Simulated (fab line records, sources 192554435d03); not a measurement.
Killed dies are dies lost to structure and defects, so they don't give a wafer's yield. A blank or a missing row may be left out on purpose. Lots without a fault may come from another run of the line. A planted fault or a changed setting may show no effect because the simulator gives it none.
Chamber matching | flow n5_finfet | N5_HKMG_FIN_STRIP_57 on rie_diel-03: 4 sister chambers
The step strips in CF4. 4 wafers are shown with their chamber, then 9 later ones without.

WAFERS WITH THEIR CHAMBER
wafer  | chamber | showerhead_plenum_p_Torr (Torr)
L087.1 | 3       | 1.90
L089.1 | 2       | 1.72
L089.3 | 1       | 1.89
L089.4 | 0       | 1.74

WAFERS WITHOUT THEIR CHAMBER
wafer  | showerhead_plenum_p_Torr (Torr)
L091.1 | 1.73
L091.2 | 1.72
L091.4 | 1.89
L095.1 | 1.89
L095.3 | 1.73
L095.5 | 1.89
L097.1 | 1.73
L097.3 | 1.71
L097.5 | 1.71

WHICH CHAMBER EACH WENT THROUGH
wafer  | from the rows above     | in truth
L091.1 | can't be placed: 0 or 2 | 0
L091.2 | 2                       | 2
L091.4 | can't be placed: 1 or 3 | 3
L095.1 | can't be placed: 1 or 3 | 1
L095.3 | can't be placed: 0 or 2 | 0
L095.5 | can't be placed: 1 or 3 | 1
L097.1 | can't be placed: 0 or 2 | 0
L097.3 | 2                       | 2
L097.5 | 2                       | 2
Placed correctly: 3 of 9. Can't be placed from these rows: 6 (the true chamber is among the candidates in 6). Placed wrongly: 0.
How it was worked out, from the rows above alone: a wafer's distance from a chamber is the root of the sum, over the readings, of the square of ((its reading less the chamber's mean) divided by the reading's scatter). The wafer belongs to the nearest chamber; if the next one is less than 2 further off, it can't be placed. A chamber's mean is the mean of its shown wafers. The scatter: with one shown wafer a chamber, the root of the mean of the squares of how far each hidden wafer lies from its nearest shown one.
